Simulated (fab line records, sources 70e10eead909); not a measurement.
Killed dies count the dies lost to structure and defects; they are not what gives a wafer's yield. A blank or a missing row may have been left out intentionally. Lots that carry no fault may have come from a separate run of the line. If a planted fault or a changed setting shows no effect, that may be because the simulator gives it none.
What tool caused it? / flow nand harc / 36 wafers from 12 lots sampled at 6 of the route's 1159 steps

== WHAT THE GAUGES SHOWED, per wafer ==
NHARC_A_M0_CD_MEAS_09: target cd 80 nm.
lot=L613; measured=day 18 02:47; on=cd sem-03; cd nm (nm)=80.7 80.9 80.9
lot=L614; measured=day 18 03:14; on=cd sem-03; cd nm (nm)=81.0 81.0 80.3
lot=L616; measured=day 18 05:11; on=cd sem-01; cd nm (nm)=79.6 80.2 80.2
lot=L615; measured=day 18 07:59; on=cd sem-02; cd nm (nm)=80.5 80.2 80.1
lot=L620; measured=day 19 04:52; on=cd sem-03; cd nm (nm)=81.0 80.6 80.7
lot=L619; measured=day 19 05:25; on=cd sem-01; cd nm (nm)=80.0 80.4 80.3
lot=L618; measured=day 19 16:44; on=cd sem-02; cd nm (nm)=80.5 80.4 80.6
lot=L622; measured=day 19 21:21; on=cd sem-03; cd nm (nm)=80.3 79.9 80.6
lot=L621; measured=day 19 21:43; on=cd sem-01; cd nm (nm)=80.4 81.1 81.2
lot=L624; measured=day 20 08:33; on=cd sem-03; cd nm (nm)=79.8 79.9 80.7
lot=L628; measured=day 22 00:58; on=cd sem-03; cd nm (nm)=79.9 80.2 80.2
lot=L632; measured=day 23 01:46; on=cd sem-02; cd nm (nm)=80.1 79.9 80.1

NHARC_END_SORT_01.
lot=L632; measured=day 24 23:32; on=prober-02; defect limited yield (%)=92.2 93.1 89.2; killed at array=48 43 70; killed at other=3 1 2; killed at periphery=2 3 1; killed dies=53 47 73; killed open=8 7 3; killed short=1 0 2; sort_bin_2_pct (%)=3.1 2.2 4.0; sort_bin_3_pct (%)=0.89 0.30 0.44; sort_bin_4_pct (%)=3.8 4.4 6.4; sort n pass=624 630 604; sort rim yield pct (%)=89.6 93.4 97.2; sort yield pct (%)=92.2 93.1 89.2

== TOOL THAT RAN EACH LOT (tool first, then ch and the chambers of the sampled wafers, then the start) ==
lot=L613; NHARC_A_M0_ETCH_34=rie diel-06 ch 0,1,3, day 18 03:04; NHARC_A_M0_ECD_22=ecd cu-01 ch 0,1, day 18 04:17; NHARC_A_M0_CMP_23=cmp-04 ch 0,1,2, day 18 05:04; NHARC_A_M0_PRE_CLEAN_31=pecvd-01 ch 0,2, day 18 07:22
lot=L614; NHARC_A_M0_ETCH_34=rie diel-06 ch 1,2,3, day 18 03:31; NHARC_A_M0_ECD_22=ecd cu-02 ch 0,1, day 18 04:45; NHARC_A_M0_CMP_23=cmp-03 ch 0,1,2, day 18 05:29; NHARC_A_M0_PRE_CLEAN_31=pecvd-02 ch 1,2, day 18 07:58
lot=L616; NHARC_A_M0_ETCH_34=rie diel-06 ch 0,1,3, day 18 05:28; NHARC_A_M0_ECD_22=ecd cu-01 ch 0,1, day 18 06:42; NHARC_A_M0_CMP_23=cmp-04 ch 0,1,2, day 18 07:25; NHARC_A_M0_PRE_CLEAN_31=pecvd-04 ch 0,1, day 18 08:07
lot=L615; NHARC_A_M0_ETCH_34=rie diel-13 ch 2,3, day 18 08:15; NHARC_A_M0_ECD_22=ecd cu-02 ch 0,1, day 18 09:28; NHARC_A_M0_CMP_23=cmp-03 ch 0,1,3, day 18 10:13; NHARC_A_M0_PRE_CLEAN_31=pecvd-04 ch 0,1, day 18 10:46
lot=L620; NHARC_A_M0_ETCH_34=rie diel-06 ch 2,3, day 19 05:07; NHARC_A_M0_ECD_22=ecd cu-01 ch 0,1, day 19 06:23; NHARC_A_M0_CMP_23=cmp-02 ch 1,3, day 19 07:08; NHARC_A_M0_PRE_CLEAN_31=pecvd-04 ch 1,2, day 19 07:40
lot=L619; NHARC_A_M0_ETCH_34=rie diel-06 ch 0,3, day 19 05:41; NHARC_A_M0_ECD_22=ecd cu-02 ch 0,1, day 19 06:53; NHARC_A_M0_CMP_23=cmp-02 ch 0,3, day 19 07:40; NHARC_A_M0_PRE_CLEAN_31=pecvd-02 ch 0,1,2, day 19 08:34
lot=L618; NHARC_A_M0_ETCH_34=rie diel-07 ch 1,2, day 19 17:02; NHARC_A_M0_ECD_22=ecd cu-02 ch 0,1, day 19 18:27; NHARC_A_M0_CMP_23=cmp-04 ch 0,1,2, day 19 19:08; NHARC_A_M0_PRE_CLEAN_31=pecvd-01 ch 0,2, day 19 19:39
lot=L622; NHARC_A_M0_ETCH_34=rie diel-07 ch 1,2,3, day 19 21:38; NHARC_A_M0_ECD_22=ecd cu-02 ch 0,1, day 19 22:54; NHARC_A_M0_CMP_23=cmp-03 ch 0,1,3, day 19 23:38; NHARC_A_M0_PRE_CLEAN_31=pecvd-02 ch 0,1,2, day 20 00:11
lot=L621; NHARC_A_M0_ETCH_34=rie diel-06 ch 0,1, day 19 21:59; NHARC_A_M0_ECD_22=ecd cu-02 ch 0,1, day 19 23:30; NHARC_A_M0_CMP_23=cmp-04 ch 2,3, day 20 00:15; NHARC_A_M0_PRE_CLEAN_31=pecvd-02 ch 0,1,2, day 20 01:25
lot=L624; NHARC_A_M0_ETCH_34=rie diel-13 ch 1,2,3, day 20 08:49; NHARC_A_M0_ECD_22=ecd cu-02 ch 0, day 20 10:04; NHARC_A_M0_CMP_23=cmp-03 ch 1,2, day 20 10:46; NHARC_A_M0_PRE_CLEAN_31=pecvd-01 ch 1,2, day 20 11:18
lot=L628; NHARC_A_M0_ETCH_34=rie diel-13 ch 0,2,3, day 22 01:14; NHARC_A_M0_ECD_22=ecd cu-01 ch 0,1, day 22 02:26; NHARC_A_M0_CMP_23=cmp-02 ch 0,1,2, day 22 03:16; NHARC_A_M0_PRE_CLEAN_31=pecvd-04 ch 0,1,2, day 22 03:46
lot=L632; NHARC_A_M0_ETCH_34=rie diel-06 ch 1,2, day 23 02:02; NHARC_A_M0_ECD_22=ecd cu-01 ch 0,1, day 23 03:30; NHARC_A_M0_CMP_23=cmp-04 ch 0,2,3, day 23 04:10; NHARC_A_M0_PRE_CLEAN_31=pecvd-04 ch 1,2, day 23 04:37
- NHARC_A_M0_ETCH_34: etches the open film in N2/H2, target depth 40 nm, overetch 12 nm, time 43.94 s.
- NHARC_A_M0_ECD_22: material Cu, target thk 400 nm.
- NHARC_A_M0_CMP_23: polishes, t overpolish 20 s, target thk 113.75 nm.
- NHARC_A_M0_PRE_CLEAN_31: time 12 s.

== AS READ BY THE TOOLS THEMSELVES (means over the sampled wafers that have a number; for cases with no such wafer, the mark the record gives instead) ==
NHARC_A_M0_ETCH_34.
lot=L613; tool=rie diel-06; bias w (W)=150.7; drypump motor current A (A)=5.5; h2 flow sccm (sccm)=150.0; oes product au (a.u.)=1.001; rf vpp V (V)=429.2; showerhead plenum p Torr (Torr)=1.99; throttle valve pct (%)=14.162
lot=L614; tool=rie diel-06; bias w (W)=149.9; drypump motor current A (A)=5.7; h2 flow sccm (sccm)=150.2; oes product au (a.u.)=1.002; rf vpp V (V)=430.2; showerhead plenum p Torr (Torr)=2.06; throttle valve pct (%)=14.174
lot=L616; tool=rie diel-06; bias w (W)=149.9; drypump motor current A (A)=5.5; h2 flow sccm (sccm)=149.7; oes product au (a.u.)=0.997; rf vpp V (V)=429.4; showerhead plenum p Torr (Torr)=1.99; throttle valve pct (%)=14.173
lot=L615; tool=rie diel-13; bias w (W)=150.1; drypump motor current A (A)=5.9; h2 flow sccm (sccm)=150.0; oes product au (a.u.)=1.001; rf vpp V (V)=431.1; showerhead plenum p Torr (Torr)=2.07; throttle valve pct (%)=14.176
lot=L620; tool=rie diel-06; bias w (W)=149.7; drypump motor current A (A)=5.7; h2 flow sccm (sccm)=150.0; oes product au (a.u.)=0.998; rf vpp V (V)=431.1; showerhead plenum p Torr (Torr)=2.06; throttle valve pct (%)=14.169
lot=L619; tool=rie diel-06; bias w (W)=150.3; drypump motor current A (A)=5.7; h2 flow sccm (sccm)=150.0; oes product au (a.u.)=0.999; rf vpp V (V)=427.6; showerhead plenum p Torr (Torr)=1.96; throttle valve pct (%)=14.167
lot=L618; tool=rie diel-07; bias w (W)=149.7; drypump motor current A (A)=5.8; h2 flow sccm (sccm)=149.9; oes product au (a.u.)=0.993; rf vpp V (V)=433.5; showerhead plenum p Torr (Torr)=2.15; throttle valve pct (%)=14.177
lot=L622; tool=rie diel-07; bias w (W)=150.2; drypump motor current A (A)=5.8; h2 flow sccm (sccm)=149.8; oes product au (a.u.)=1.002; rf vpp V (V)=432.0; showerhead plenum p Torr (Torr)=2.11; throttle valve pct (%)=14.175
lot=L621; tool=rie diel-06; bias w (W)=149.8; drypump motor current A (A)=5.6; h2 flow sccm (sccm)=149.6; oes product au (a.u.)=0.997; rf vpp V (V)=428.9; showerhead plenum p Torr (Torr)=1.99; throttle valve pct (%)=14.180
lot=L624; tool=rie diel-13; bias w (W)=150.4; drypump motor current A (A)=5.8; h2 flow sccm (sccm)=149.6; oes product au (a.u.)=0.998; rf vpp V (V)=430.8; showerhead plenum p Torr (Torr)=2.03; throttle valve pct (%)=14.176
lot=L628; tool=rie diel-13; bias w (W)=149.8; drypump motor current A (A)=6.0; h2 flow sccm (sccm)=149.9; oes product au (a.u.)=1.003; rf vpp V (V)=429.6; showerhead plenum p Torr (Torr)=2.03; throttle valve pct (%)=14.172
lot=L632; tool=rie diel-06; bias w (W)=150.4; drypump motor current A (A)=6.1; h2 flow sccm (sccm)=149.7; oes product au (a.u.)=0.995; rf vpp V (V)=433.0; showerhead plenum p Torr (Torr)=2.09; throttle valve pct (%)=14.174

NHARC_A_M0_CMP_23.
lot=L613; tool=cmp-04; motor current A (A)=12.2; time to endpoint s (s)=26.3
lot=L614; tool=cmp-03; motor current A (A)=11.9; time to endpoint s (s)=27.7
lot=L616; tool=cmp-04; motor current A (A)=12.2; time to endpoint s (s)=26.0
lot=L615; tool=cmp-03; motor current A (A)=12.3; time to endpoint s (s)=27.5
lot=L620; tool=cmp-02; motor current A (A)=11.6; time to endpoint s (s)=26.1
lot=L619; tool=cmp-02; motor current A (A)=12.2; time to endpoint s (s)=29.1
lot=L618; tool=cmp-04; motor current A (A)=12.7; time to endpoint s (s)=28.6
lot=L622; tool=cmp-03; motor current A (A)=12.5; time to endpoint s (s)=28.0
lot=L621; tool=cmp-04; motor current A (A)=12.1; time to endpoint s (s)=27.4
lot=L624; tool=cmp-03; motor current A (A)=11.1; time to endpoint s (s)=29.0
lot=L628; tool=cmp-02; motor current A (A)=12.2; time to endpoint s (s)=35.7
lot=L632; tool=cmp-04; motor current A (A)=12.0; time to endpoint s (s)=35.3

NHARC_A_M0_PRE_CLEAN_31.
lot=L613; tool=pecvd-01; heater power w (W)=598
lot=L614; tool=pecvd-02; heater power w (W)=697
lot=L616; tool=pecvd-04; heater power w (W)=609
lot=L615; tool=pecvd-04; heater power w (W)=591
lot=L620; tool=pecvd-04; heater power w (W)=685
lot=L619; tool=pecvd-02; heater power w (W)=747
lot=L618; tool=pecvd-01; heater power w (W)=573
lot=L622; tool=pecvd-02; heater power w (W)=731
lot=L621; tool=pecvd-02; heater power w (W)=685
lot=L624; tool=pecvd-01; heater power w (W)=545
lot=L628; tool=pecvd-04; heater power w (W)=590
lot=L632; tool=pecvd-04; heater power w (W)=722

== THE ANSWER, worked out from the rows above alone ==
Rule: the lots themselves supply what counts as usual. Put in order of their means at a reading, lots are off if they are a third of the lots or fewer, leave a main group of 4 or more, and stand apart from it by a gap of 3 or more times the standard deviation of the main group's means; of several such gaps the widest counts. A main group whose means are all the same, to the digits that the tables above print for the reading, isn't used. A lot without any number at a reading at which 4 lots or more have one is off too. The other lots that the step has rows for count as sound. Order of review: gauges by route order, followed by the tools' own readings, for which a lot's mean as printed above is used. The first step at which some lot is off is used, and at that step the reading that is off furthest; a lot without a number counts as furthest.
Off, at NHARC_A_M0_CMP_23 on time to endpoint s: L628, L632. The main group has a mean of 27.6 s with a standard deviation of 1.1.
If a tool, at that step or one of the process steps before it, ran each lot that is off and ran no sound lot following the first of them, it fits. One fits: ecd cu-01 at NHARC_A_M0_ECD_22. A fault onset in the window from L620 (day 19 06:23, its last sound lot) to L628 (day 22 02:26, its first lot off) fits.

== WHAT WAS PUT IN BY THE SIMULATOR ==
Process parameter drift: ecd cu-01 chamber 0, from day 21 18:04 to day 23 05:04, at NHARC_A_M0_ECD_22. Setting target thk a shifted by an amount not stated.
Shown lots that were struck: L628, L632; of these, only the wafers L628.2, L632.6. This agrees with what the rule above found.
